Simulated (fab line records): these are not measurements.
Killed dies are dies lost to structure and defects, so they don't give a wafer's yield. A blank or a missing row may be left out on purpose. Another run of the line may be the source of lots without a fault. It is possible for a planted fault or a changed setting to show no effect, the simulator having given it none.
Chamber matching	flow n5Finfet	rieDiel-01 running N5_DUMMY_REMOVAL_STRIP_10: 4 sister chambers
The step strips in N2/H2, time 40 s. 4 wafers are shown with their chamber, then 9 later ones without.

== WAFERS WITH THEIR CHAMBER ==
wafer	chamber	showerheadPlenumPTorr (Torr)
L081.6	2	3.48
L093.1	3	3.52
L094.1	1	3.27
L094.6	0	3.15

== WAFERS MISSING THEIR CHAMBER ==
wafer	showerheadPlenumPTorr (Torr)
L095.1	3.27
L095.4	3.52
L095.6	3.27
L096.3	3.27
L096.4	3.52
L096.5	3.27
L097.3	3.52
L097.4	3.27
L097.6	3.47

== WHICH CHAMBER EACH WENT THROUGH ==
wafer	from the rows above	in truth
L095.1	1	1
L095.4	3	3
L095.6	1	1
L096.3	1	1
L096.4	3	3
L096.5	1	1
L097.3	3	3
L097.4	1	1
L097.6	2	2
Correctly placed: 9 of 9. Left unplaced by these rows: 0. Wrongly placed: 0.
How it was worked out, from the rows above alone: a wafer's distance from a chamber is the root of the sum, over the readings, of the square of ((its reading less the chamber's mean) divided by the reading's scatter). If the next closest chamber is less than 2 further off than the closest, the wafer can't be placed; otherwise it belongs to the closest. Each chamber's mean is taken over the wafers shown for it. The scatter: with one shown wafer a chamber, the root of the mean of the squares of how far each hidden wafer lies from its nearest shown one.
